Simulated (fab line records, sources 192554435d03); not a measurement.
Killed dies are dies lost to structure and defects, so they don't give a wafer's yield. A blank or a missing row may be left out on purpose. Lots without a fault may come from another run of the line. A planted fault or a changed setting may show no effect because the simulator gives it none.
Which tool did it? | flow n5_finfet | 22 lots, 66 wafers sampled, at 6 steps of a route of 1938

WHAT THE GAUGES READ, wafer by wafer
The record holds no reading of a measuring or inspecting step that can be judged against a usual standard deviation.

WHICH TOOL RAN EACH LOT (tool, then ch and the chambers of the sampled wafers, then the start)
lot  | N5_GATE_CUT_DESCUM_18              | N5_GATE_CUT_ETCH_19                | N5_GATE_CUT_VAPOR_ETCH_49         | N5_GATE_CUT_ALD_22                | N5_MOL_CONTACT_COAG_CONTACT_ETCH_14 | N5_MOL_CONTACT_COAG_SPUTTER_143
L074 | rie_diel-01 ch 0,2,3, day 4 11:25  | rie_diel-01 ch 0,2,3, day 4 11:42  | rie_metal-03 ch 1, day 4 12:16    | ald_sin-04 ch 0,1, day 4 12:31    | rie_diel-03 ch 0,2,3, day 4 15:47   | pvd_sputter-02, day 4 18:42
L075 | rie_diel-02 ch 0,1,3, day 4 16:25  | rie_diel-02 ch 0,1,3, day 4 16:42  | rie_metal-01 ch 0,1, day 4 17:01  | ald_sin-04 ch 0,1,3, day 4 18:02  | rie_diel-05 ch 1,3, day 4 21:25     | pvd_sputter-03, day 5 01:25
L076 | rie_diel-01 ch 2,3, day 5 00:10    | rie_diel-01 ch 2,3, day 5 00:28    | rie_metal-01 ch 0,1, day 5 00:47  | ald_sin-04 ch 0,1,2, day 5 01:01  | rie_diel-03 ch 0,2, day 5 04:08     | pvd_sputter-01, day 5 06:09
L077 | rie_diel-01 ch 0,1,3, day 5 06:44  | rie_diel-01 ch 0,1,3, day 5 07:01  | rie_metal-03 ch 0,1, day 5 07:20  | ald_sin-01 ch 1,2, day 5 07:44    | rie_diel-04 ch 1,2, day 5 10:54     | pvd_sputter-02, day 5 13:37
L078 | rie_diel-02 ch 0,2,3, day 5 13:43  | rie_diel-02 ch 0,2,3, day 5 14:00  | rie_metal-02 ch 1, day 5 14:40    | ald_sin-04 ch 2,3, day 5 15:06    | rie_diel-03 ch 0,2, day 5 18:17     | pvd_sputter-03, day 5 20:31
L079 | rie_diel-06 ch 0,2,3, day 5 18:44  | rie_diel-06 ch 0,2,3, day 5 19:01  | rie_metal-03 ch 0,1, day 5 19:20  | ald_sin-04 ch 1,2,3, day 5 19:34  | rie_diel-05 ch 0,1,3, day 5 22:48   | pvd_sputter-02, day 6 01:09
L080 | rie_diel-06 ch 1,2, day 6 01:01    | rie_diel-06 ch 1,2, day 6 01:19    | rie_metal-03 ch 0,1, day 6 01:38  | ald_sin-04 ch 1,2,3, day 6 01:52  | rie_diel-05 ch 0,2, day 6 07:02     | pvd_sputter-03, day 6 10:04
L081 | rie_diel-01 ch 0,2, day 6 06:47    | rie_diel-01 ch 0,2, day 6 07:04    | rie_metal-02 ch 1, day 6 07:35    | ald_sin-04 ch 0,2,3, day 6 07:53  | rie_diel-05 ch 0,1, day 6 11:19     | pvd_sputter-01, day 6 14:34
L083 | rie_diel-06 ch 0,1,2, day 6 18:16  | rie_diel-06 ch 0,1,2, day 6 18:34  | rie_metal-01 ch 0,1, day 6 18:52  | ald_sin-02 ch 2,3, day 6 19:07    | rie_diel-05 ch 0,2, day 6 22:34     | pvd_sputter-02, day 7 01:33
L084 | rie_diel-06 ch 1,2,3, day 6 22:32  | rie_diel-06 ch 1,2,3, day 6 22:49  | rie_metal-01 ch 0, day 6 23:08    | ald_sin-01 ch 1,2,3, day 6 23:22  | rie_diel-03 ch 0,2, day 7 02:43     | pvd_sputter-03, day 7 05:48
L085 | rie_diel-01 ch 0,2,3, day 7 07:41  | rie_diel-01 ch 0,2,3, day 7 07:58  | rie_metal-03 ch 0,1, day 7 08:17  | ald_sin-02 ch 2,3, day 7 09:28    | rie_diel-03 ch 0,3, day 7 12:46     | pvd_sputter-02, day 7 17:38
L086 | rie_diel-01 ch 0,2, day 7 11:05    | rie_diel-01 ch 0,2, day 7 11:22    | rie_metal-03 ch 0,1, day 7 11:41  | ald_sin-01 ch 1,2,3, day 7 12:26  | rie_diel-05 ch 0,1,2, day 7 15:43   | pvd_sputter-02, day 7 18:47
L087 | rie_diel-06 ch 1,3, day 7 19:58    | rie_diel-06 ch 1,3, day 7 20:14    | rie_metal-02 ch 0,1, day 7 20:34  | ald_sin-02 ch 0,2, day 7 20:48    | rie_diel-04 ch 1,2,3, day 8 00:04   | pvd_sputter-02, day 8 04:03
L088 | rie_diel-06 ch 0,2, day 8 00:43    | rie_diel-06 ch 0,2, day 8 00:59    | rie_metal-01 ch 0,1, day 8 01:19  | ald_sin-02 ch 0,2,3, day 8 01:33  | rie_diel-03 ch 0,2, day 8 04:47     | pvd_sputter-02, day 8 08:28
L089 | rie_diel-02 ch 0,1, day 8 04:34    | rie_diel-02 ch 0,1, day 8 04:51    | rie_metal-03 ch 0,1, day 8 05:11  | ald_sin-04 ch 1,2, day 8 05:25    | rie_diel-04 ch 0,1,3, day 8 08:41   | pvd_sputter-02, day 8 10:16
L090 | rie_diel-02 ch 1,2,3, day 8 14:25  | rie_diel-02 ch 1,2,3, day 8 14:43  | rie_metal-03 ch 0,1, day 8 15:01  | ald_sin-02 ch 1,3, day 8 15:30    | rie_diel-03 ch 0,3, day 8 19:04     | pvd_sputter-02, day 8 21:16
L091 | rie_diel-02 ch 1,2,3, day 8 18:16  | rie_diel-02 ch 1,2,3, day 8 18:33  | rie_metal-01 ch 0,1, day 8 18:52  | ald_sin-01 ch 0,1, day 8 19:38    | rie_diel-03 ch 2,3, day 8 22:53     | pvd_sputter-01, day 9 02:12
L092 | rie_diel-02 ch 0,1,3, day 9 00:35  | rie_diel-02 ch 0,1,3, day 9 00:52  | rie_metal-02 ch 1, day 9 01:11    | ald_sin-02 ch 1,2, day 9 01:26    | rie_diel-04 ch 0,3, day 9 04:41     | pvd_sputter-02, day 9 06:27
L093 | rie_diel-02 ch 1,3, day 9 03:04    | rie_diel-02 ch 1,3, day 9 03:20    | rie_metal-03 ch 0,1, day 9 03:40  | ald_sin-01 ch 1,2,3, day 9 03:54  | rie_diel-03 ch 0,1,2, day 9 07:10   | pvd_sputter-03, day 9 10:16
L094 | rie_diel-01 ch 0,1,3, day 9 15:16  | rie_diel-01 ch 0,1,3, day 9 15:33  | rie_metal-02 ch 0,1, day 9 15:56  | ald_sin-04 ch 0,3, day 9 16:12    | rie_diel-05 ch 0,2, day 9 19:44     | pvd_sputter-02, day 9 23:42
L095 | rie_diel-06 ch 0,2,3, day 9 20:20  | rie_diel-06 ch 0,2,3, day 9 20:38  | rie_metal-02 ch 0, day 9 21:10    | ald_sin-04 ch 0,1,3, day 9 21:46  | rie_diel-03 ch 1,2, day 10 00:56    | pvd_sputter-03, day 10 04:07
L096 | rie_diel-02 ch 0,2,3, day 10 01:45 | rie_diel-02 ch 0,2,3, day 10 02:02 | rie_metal-01 ch 0,1, day 10 02:22 | ald_sin-02 ch 1,2,3, day 10 02:35 | rie_diel-04 ch 1,2,3, day 10 05:43  | pvd_sputter-02, day 10 09:28
- N5_GATE_CUT_DESCUM_18: chemistry O2, time 7 s.
- N5_GATE_CUT_ETCH_19: etches SiNx in CH3F/O2, target depth 53.7 nm, time 76.7 s.
- N5_GATE_CUT_VAPOR_ETCH_49: etches TiAlC in BCl3/Cl2.
- N5_GATE_CUT_ALD_22: deposits SiNx, target thk 16 nm, pulse time 1 s, ald cycles 320.
- N5_MOL_CONTACT_COAG_CONTACT_ETCH_14: etches SiO2 in C4F6/O2, target depth 27.5 nm, overetch 8.5 nm, time 20 s.
- N5_MOL_CONTACT_COAG_SPUTTER_143: material Co, target thk 2.5 nm.

WHAT THE TOOLS THEMSELVES READ (means of the sampled wafers that have a number; where no wafer has one, the mark that the record gives instead)
N5_GATE_CUT_DESCUM_18. Usual: bias_power_w 20.00 W, standard deviation 0.058; drypump_motor_current_A 5.7 A, standard deviation 0.4; oes_product_au 0.76 a.u., standard deviation 0.086; rf_vpp_V 243.0 V, standard deviation 1.3; showerhead_plenum_p_Torr 2.09 Torr, standard deviation 0.069; throttle_valve_pct 20.44 %, standard deviation 0.25.
lot  | tool        | bias_power_w (W) | drypump_motor_current_A (A) | oes_product_au (a.u.) | rf_vpp_V (V) | showerhead_plenum_p_Torr (Torr) | throttle_valve_pct (%) | flag
L074 | rie_diel-01 | 19.98            | 5.6                         | 0.81                  | 244.3        | 2.14                            | 20.40                  |
L075 | rie_diel-02 | 19.95            | 5.8                         | 0.73                  | 241.9        | 2.03                            | 20.46                  |
L076 | rie_diel-01 | 20.00            | 5.7                         | 0.78                  | 242.7        | 2.12                            | 20.13                  |
L077 | rie_diel-01 | 19.99            | 5.9                         | 0.86                  | 243.7        | 2.14                            | 20.47                  |
L078 | rie_diel-02 | 20.05            | 6.0                         | 0.70                  | 242.8        | 2.08                            | 20.62                  |
L079 | rie_diel-06 | 19.97            | 5.5                         | 0.79                  | 242.8        | 2.13                            | 20.44                  |
L080 | rie_diel-06 | 20.00            | 5.3                         | 0.71                  | 244.2        | 2.14                            | 20.52                  |
L081 | rie_diel-01 | 19.98            | 5.5                         | 0.76                  | 243.4        | 2.09                            | 20.26                  |
L083 | rie_diel-06 | 20.02            | 5.5                         | 0.70                  | 242.8        | 2.11                            | 20.53                  |
L084 | rie_diel-06 | 19.99            | 5.4                         | 0.77                  | 244.0        | 2.12                            | 20.37                  |
L085 | rie_diel-01 | 19.97            | 5.6                         | 0.78                  | 244.3        | 2.14                            | 20.42                  |
L086 | rie_diel-01 | 20.03            | 5.4                         | 0.78                  | 243.1        | 2.11                            | 20.52                  |
L087 | rie_diel-06 | 19.94            | 5.5                         | 0.83                  | 242.8        | 2.11                            | 20.23                  |
L088 | rie_diel-06 | 19.98            | 5.7                         | 0.70                  | 243.8        | 2.10                            | 20.60                  |
L089 | rie_diel-02 | 20.00            | 5.4                         | 0.74                  | 242.1        | 2.00                            | 20.36                  |
L090 | rie_diel-02 | 20.02            | 5.8                         | 0.71                  | 243.1        | 2.08                            | 20.43                  |
L091 | rie_diel-02 | 19.98            | 5.8                         | 0.72                  | 243.2        | 2.08                            | 20.42                  |
L092 | rie_diel-02 | 20.01            | 5.8                         | 0.70                  | 241.9        | 2.01                            | 20.51                  |
L093 | rie_diel-02 | 20.01            | 5.6                         | 0.73                  | 242.1        | 2.03                            | 20.28                  |
L094 | rie_diel-01 | 20.04            | 5.9                         | 0.82                  | 243.4        | 2.13                            | 20.52                  |
L095 | rie_diel-06 | 20.10            | 5.5                         | 0.85                  | 243.4        | 2.12                            | 20.39                  |
L096 | rie_diel-02 | 20.01            | 6.0                         | 0.68                  | 242.3        | 2.06                            | 20.66                  |

N5_GATE_CUT_ETCH_19. Usual: drypump_motor_current_A 5.7 A, standard deviation 0.4; etch_rf_on_time_s 77.1 s, standard deviation 1.4; oes_product_au 0.65 a.u., standard deviation 0.073; rf_vpp_V 296 V, standard deviation 3.9; showerhead_plenum_p_Torr 2.00 Torr, standard deviation 0.06; throttle_valve_pct 16.37 %, standard deviation 0.26.
lot  | tool        | drypump_motor_current_A (A) | etch_rf_on_time_s (s) | oes_product_au (a.u.) | rf_vpp_V (V) | showerhead_plenum_p_Torr (Torr) | throttle_valve_pct (%) | flag
L074 | rie_diel-01 | 5.6                         | 76.5                  | 0.70                  | 296          | 2.04                            | 16.28                  |
L075 | rie_diel-02 | 5.8                         | 77.7                  | 0.62                  | 292          | 1.94                            | 16.43                  |
L076 | rie_diel-01 | 5.7                         | 76.6                  | 0.66                  | 295          | 2.03                            | 16.16                  |
L077 | rie_diel-01 | 5.9                         | 77.9                  | 0.73                  | 298          | 2.03                            | 16.30                  |
L078 | rie_diel-02 | 6.0                         | 77.9                  | 0.60                  | 294          | 1.98                            | 16.56                  |
L079 | rie_diel-06 | 5.5                         | 76.3                  | 0.67                  | 297          | 2.03                            | 16.35                  |
L080 | rie_diel-06 | 5.3                         | 76.8                  | 0.61                  | 299          | 2.05                            | 16.53                  |
L081 | rie_diel-01 | 5.5                         | 77.0                  | 0.65                  | 296          | 2.01                            | 16.28                  |
L083 | rie_diel-06 | 5.5                         | 76.2                  | 0.60                  | 297          | 2.01                            | 16.46                  |
L084 | rie_diel-06 | 5.4                         | 75.7                  | 0.66                  | 299          | 2.04                            | 16.34                  |
L085 | rie_diel-01 | 5.6                         | 76.3                  | 0.68                  | 296          | 2.04                            | 16.32                  |
L086 | rie_diel-01 | 5.5                         | 76.4                  | 0.66                  | 298          | 2.02                            | 16.44                  |
L087 | rie_diel-06 | 5.5                         | 75.4                  | 0.71                  | 298          | 2.02                            | 16.16                  |
L088 | rie_diel-06 | 5.6                         | 77.8                  | 0.59                  | 295          | 2.00                            | 16.52                  |
L089 | rie_diel-02 | 5.4                         | 76.1                  | 0.64                  | 292          | 1.91                            | 16.37                  |
L090 | rie_diel-02 | 5.8                         | 78.1                  | 0.60                  | 291          | 1.98                            | 16.31                  |
L091 | rie_diel-02 | 5.8                         | 78.9                  | 0.60                  | 291          | 1.98                            | 16.31                  |
L092 | rie_diel-02 | 5.8                         | 78.0                  | 0.60                  | 293          | 1.93                            | 16.50                  |
L093 | rie_diel-02 | 5.6                         | 78.8                  | 0.61                  | 290          | 1.94                            | 16.20                  |
L094 | rie_diel-01 | 5.9                         | 76.7                  | 0.71                  | 299          | 2.03                            | 16.34                  |
L095 | rie_diel-06 | 5.5                         | 75.3                  | 0.72                  | 297          | 2.02                            | 16.28                  |
L096 | rie_diel-02 | 6.0                         | 78.5                  | 0.58                  | 294          | 1.97                            | 16.61                  |

N5_GATE_CUT_VAPOR_ETCH_49. Usual: drypump_motor_current_A 5.5 A, standard deviation 0.38; oes_product_au 0.77 a.u., standard deviation 0.12.
lot  | tool         | drypump_motor_current_A (A) | oes_product_au (a.u.) | flag
L074 | rie_metal-03 | 5.3                         | 0.79                  |
L075 | rie_metal-01 | 5.0                         | 0.73                  |
L076 | rie_metal-01 | 5.1                         | 0.67                  |
L077 | rie_metal-03 | 5.4                         | 0.85                  |
L078 | rie_metal-02 | 6.1                         | 0.60                  |
L079 | rie_metal-03 | 5.4                         | 0.83                  |
L080 | rie_metal-03 | 5.5                         | 0.88                  |
L081 | rie_metal-02 | 6.1                         | 0.60                  |
L083 | rie_metal-01 | 5.1                         | 0.71                  |
L084 | rie_metal-01 | 5.0                         | 0.77                  |
L085 | rie_metal-03 | 5.4                         | 0.81                  |
L086 | rie_metal-03 | 5.4                         | 0.81                  |
L087 | rie_metal-02 | 6.1                         | 0.71                  |
L088 | rie_metal-01 | 5.1                         | 0.65                  |
L089 | rie_metal-03 | 5.4                         | 0.81                  |
L090 | rie_metal-03 | 5.5                         | 0.85                  |
L091 | rie_metal-01 | 5.0                         | 0.70                  |
L092 | rie_metal-02 | 6.1                         | 0.59                  |
L093 | rie_metal-03 | 5.5                         | 0.86                  |
L094 | rie_metal-02 | 6.0                         | 0.81                  |
L095 | rie_metal-02 | 6.0                         | 0.90                  |
L096 | rie_metal-01 | 5.1                         | 0.83                  |

N5_GATE_CUT_ALD_22. Usual: heater_power_w 884 W, standard deviation 110; precursor_pulse_height_rel 1.000, standard deviation 0.022.
lot  | tool       | heater_power_w (W) | precursor_pulse_height_rel | flag
L074 | ald_sin-04 | 927                | 1.012                      |
L075 | ald_sin-04 | 937                | 1.022                      |
L076 | ald_sin-04 | 892                | 1.018                      |
L077 | ald_sin-01 | 853                | 0.972                      |
L078 | ald_sin-04 | 1004               | 0.996                      |
L079 | ald_sin-04 | 985                | 1.005                      |
L080 | ald_sin-04 | 990                | 1.006                      |
L081 | ald_sin-04 | 903                | 0.995                      |
L083 | ald_sin-02 | 916                | 0.986                      |
L084 | ald_sin-01 | 866                | 0.987                      |
L085 | ald_sin-02 | 901                | 0.992                      |
L086 | ald_sin-01 | 874                | 1.009                      |
L087 | ald_sin-02 | 841                | 1.018                      |
L088 | ald_sin-02 | 864                | 0.999                      |
L089 | ald_sin-04 | 945                | 0.979                      |
L090 | ald_sin-02 | 862                | 0.991                      |
L091 | ald_sin-01 | 831                | 1.006                      |
L092 | ald_sin-02 | 774                | 1.008                      |
L093 | ald_sin-01 | 869                | 0.992                      |
L094 | ald_sin-04 | 937                | 0.986                      |
L095 | ald_sin-04 | 920                | 1.020                      |
L096 | ald_sin-02 | 842                | 0.978                      |

N5_MOL_CONTACT_COAG_CONTACT_ETCH_14. Usual: C4F6_flow_sccm 16.01 sccm, standard deviation 0.049; drypump_motor_current_A 5.8 A, standard deviation 0.35; oes_product_au 0.67 a.u., standard deviation 0.078; rf_vpp_V 693 V, standard deviation 3.5; showerhead_plenum_p_Torr 2.89 Torr, standard deviation 0.1; throttle_valve_pct 21.18 %, standard deviation 0.23.
lot  | tool        | C4F6_flow_sccm (sccm) | drypump_motor_current_A (A) | oes_product_au (a.u.) | rf_vpp_V (V) | showerhead_plenum_p_Torr (Torr) | throttle_valve_pct (%) | flag
L074 | rie_diel-03 | 16.00                 | 5.7                         | 0.61                  | 692          | 2.86                            | 21.21                  |
L075 | rie_diel-05 | 15.99                 | 5.7                         | 0.62                  | 692          | 2.82                            | 21.12                  |
L076 | rie_diel-03 | 15.97                 | 5.8                         | 0.62                  | 693          | 2.90                            | 20.96                  |
L077 | rie_diel-04 | 16.06                 | 5.7                         | 0.68                  | 689          | 2.82                            | 21.13                  |
L078 | rie_diel-03 | 16.04                 | 5.8                         | 0.61                  | 695          | 2.90                            | 20.98                  |
L079 | rie_diel-05 | 15.98                 | 6.0                         | 0.65                  | 693          | 2.87                            | 21.18                  |
L080 | rie_diel-05 | 16.03                 | 5.6                         | 0.79                  | 698          | 3.06                            | 21.06                  |
L081 | rie_diel-05 | 15.97                 | 6.3                         | 0.67                  | 694          | 2.93                            | 21.24                  |
L083 | rie_diel-05 | 15.99                 | 6.1                         | 0.73                  | 698          | 3.04                            | 21.18                  |
L084 | rie_diel-03 | 16.01                 | 5.8                         | 0.61                  | 693          | 2.89                            | 20.98                  |
L085 | rie_diel-03 | 16.00                 | 5.6                         | 0.74                  | 693          | 2.88                            | 21.13                  |
L086 | rie_diel-05 | 16.01                 | 5.8                         | 0.70                  | 695          | 2.95                            | 21.14                  |
L087 | rie_diel-04 | 15.99                 | 5.8                         | 0.64                  | 693          | 2.87                            | 21.21                  |
L088 | rie_diel-03 | 15.99                 | 5.9                         | 0.60                  | 690          | 2.82                            | 21.10                  |
L089 | rie_diel-04 | 16.07                 | 6.0                         | 0.64                  | 695          | 2.94                            | 21.48                  |
L090 | rie_diel-03 | 15.91                 | 5.7                         | 0.66                  | 694          | 2.92                            | 21.02                  |
L091 | rie_diel-03 | 16.03                 | 5.6                         | 0.72                  | 690          | 2.79                            | 21.24                  |
L092 | rie_diel-04 | 15.98                 | 6.2                         | 0.68                  | 695          | 2.95                            | 21.68                  |
L093 | rie_diel-03 | 16.02                 | 5.8                         | 0.64                  | 692          | 2.86                            | 21.10                  |
L094 | rie_diel-05 | 16.00                 | 5.6                         | 0.73                  | 699          | 3.05                            | 21.10                  |
L095 | rie_diel-03 | 16.00                 | 5.8                         | 0.63                  | 689          | 2.79                            | 21.22                  |
L096 | rie_diel-04 | 16.03                 | 5.8                         | 0.70                  | 692          | 2.86                            | 21.14                  |

N5_MOL_CONTACT_COAG_SPUTTER_143. Usual: substrate_temp_c 24.99 C, standard deviation 0.098; throttle_valve_pct 30.4 %, standard deviation 0.9.
lot  | tool           | substrate_temp_c (C) | throttle_valve_pct (%) | flag
L074 | pvd_sputter-02 | 24.99                | 30.3                   |
L075 | pvd_sputter-03 | 24.97                | 30.1                   |
L076 | pvd_sputter-01 | 24.95                | 28.6                   |
L077 | pvd_sputter-02 | 24.94                | 30.1                   |
L078 | pvd_sputter-03 | 24.96                | 31.0                   |
L079 | pvd_sputter-02 | 24.90                | 30.0                   |
L080 | pvd_sputter-03 | 24.96                | 30.7                   |
L081 | pvd_sputter-01 | 25.01                | 29.3                   |
L083 | pvd_sputter-02 | 24.83                | 30.4                   |
L084 | pvd_sputter-03 | 25.14                | 30.7                   |
L085 | pvd_sputter-02 | 25.12                | 30.3                   |
L086 | pvd_sputter-02 | 25.00                | 30.6                   |
L087 | pvd_sputter-02 | 24.91                | 30.4                   |
L088 | pvd_sputter-02 | 25.00                | 30.0                   |
L089 | pvd_sputter-02 | 24.97                | 30.4                   |
L090 | pvd_sputter-02 | 24.91                | 30.7                   |
L091 | pvd_sputter-01 | 25.03                | 29.2                   |
L092 | pvd_sputter-02 | 24.99                | 30.4                   |
L093 | pvd_sputter-03 | 25.00                | 31.7                   |
L094 | pvd_sputter-02 | 25.01                | 30.5                   |
L095 | pvd_sputter-03 | 25.00                | 30.8                   |
L096 | pvd_sputter-02 | 24.99                | 30.4                   |

THE ANSWER, worked out from the rows above alone
Rule: a lot is off if the mean of its wafers that have a number lies more than 3 standard deviations from the usual mean. A lot without any number at a reading at which 4 lots or more have one is off too. The other lots that the step has rows for count as sound. The gauges are gone through in route order, then the tools' own readings, and for those a lot's mean is taken as printed above. The first step at which some lot is off is used, and at that step the reading that is off furthest; a lot without a number counts as furthest.
No lot is off at any reading shown: from this, nothing can be told.

WHAT THE SIMULATOR HAD PUT IN
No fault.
